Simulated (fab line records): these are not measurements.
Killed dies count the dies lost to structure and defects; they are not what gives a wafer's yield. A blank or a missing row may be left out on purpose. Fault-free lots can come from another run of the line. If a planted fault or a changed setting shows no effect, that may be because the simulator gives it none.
A lot that was struck, set against a sound lot || flow nand_harc || 15 steps out of a route of 1159
Sound: the wafers L865.2, L865.3, L865.6. Wafers L862.1, L862.2, L862.6 were the ones struck. Last of all comes the cause.
Order at every step that has rows: each side's tool, ch and its chambers, its first start. Under that, the readings that differ: sound wafers || struck wafers || difference of the means || sigmas: that difference in standard deviations of wafers without a fault.
alike: readings whose means differ by less than 2 such deviations, and words and numbers that are the same on both sides. not compared: withheld readings, readings that some wafer has no value for, bounds like >300 that may hide the same value, and numbers for which the record gives no deviation and whose values overlap.
The two part at a step that has a row with sigmas, a row that says differs or no value, or rows on one side only. When numbers do not overlap yet have no deviation, they are printed without sigmas and do not part them. A reading that every wafer of one side lacks parts them only if that side has two wafers or more.

first, 2 steps without rows for these wafers: NHARC_A_CONTACT_STRIP_100 (strips in CF4/CHF3); NHARC_A_CONTACT_STRIP_101 (strips in O2/COS).
NHARC_A_CONTACT_ETCH_102: etches the open film in CF4/O2, target depth 70 nm, overetch 7 nm, time 38.5 s.
  sound on rie_diel-01 ch 1,2,3, day 16 23:56; struck on rie_diel-01 ch 0,1, day 17 00:29
  alike: drypump_motor_current_A, oes_product_au, rf_vpp_V, showerhead_plenum_p_Torr, throttle_valve_pct
  not compared: rf_hours_counter_h
NHARC_A_CONTACT_STRIP_55: strips in O2.
  sound: rie_diel-01 ch 0,1; struck: rie_diel-01 ch 0,1,3
  alike: drypump_motor_current_A, oes_product_au, rf_vpp_V, showerhead_plenum_p_Torr, throttle_valve_pct
  not compared: rf_hours_counter_h
then, 1 step without rows for these wafers: NHARC_A_CONTACT_STRIP_56 (strips in post etch residue remover, time 600 s).
NHARC_A_CONTACT_DEP_57: deposits aC, target thk 2800 nm.
  sound on acl_dep-02 ch 0, day 17 00:53; struck on acl_dep-03 ch 0, day 17 02:14
  alike: throttle_valve_pct
NHARC_A_CONTACT_DEP_58: deposits SiON, target thk 60 nm.
  sound on pecvd-02 ch 0,1,2, day 17 02:29; struck on pecvd-02 ch 0,1, day 17 03:59
  alike: heater_power_w, showerhead_vpp_V
then, 5 steps without rows for these wafers: NHARC_A_CONTACT_DEHYDRATE_59 (time 120 s); NHARC_A_CONTACT_HMDS_60 (time 30 s); NHARC_A_CONTACT_COAT_61 (time 75 s); NHARC_A_CONTACT_COAT_62 (time 65 s); NHARC_A_CONTACT_COAT_63 (resist thk 90 nm).
NHARC_A_CONTACT_SOFTBAKE_64: time 55 s.
  sound on litho_track-01 ch 0, day 17 02:00; struck on litho_track-01 ch 0, day 17 04:00
{"reading": "heater_power_total_W (W)", "sound": "188.76 188.49 188.49", "struck": "196.28 196.56 196.35", "difference": "+7.82", "sigmas": "+60"}
following that, these wafers have no rows for 1 step: NHARC_A_CONTACT_EBR_65.
NHARC_END_SORT_01:
  the record has rows for the sound wafers here (prober-01 ch 0, day 19 20:19) and none for the struck ones

WHERE THEY PART
At NHARC_A_CONTACT_SOFTBAKE_64 first; at NHARC_END_SORT_01 last (within this record only).

WHY: the cause the simulator had injected
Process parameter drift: litho_track-01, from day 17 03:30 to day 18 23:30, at NHARC_A_CONTACT_SOFTBAKE_64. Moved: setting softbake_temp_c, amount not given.
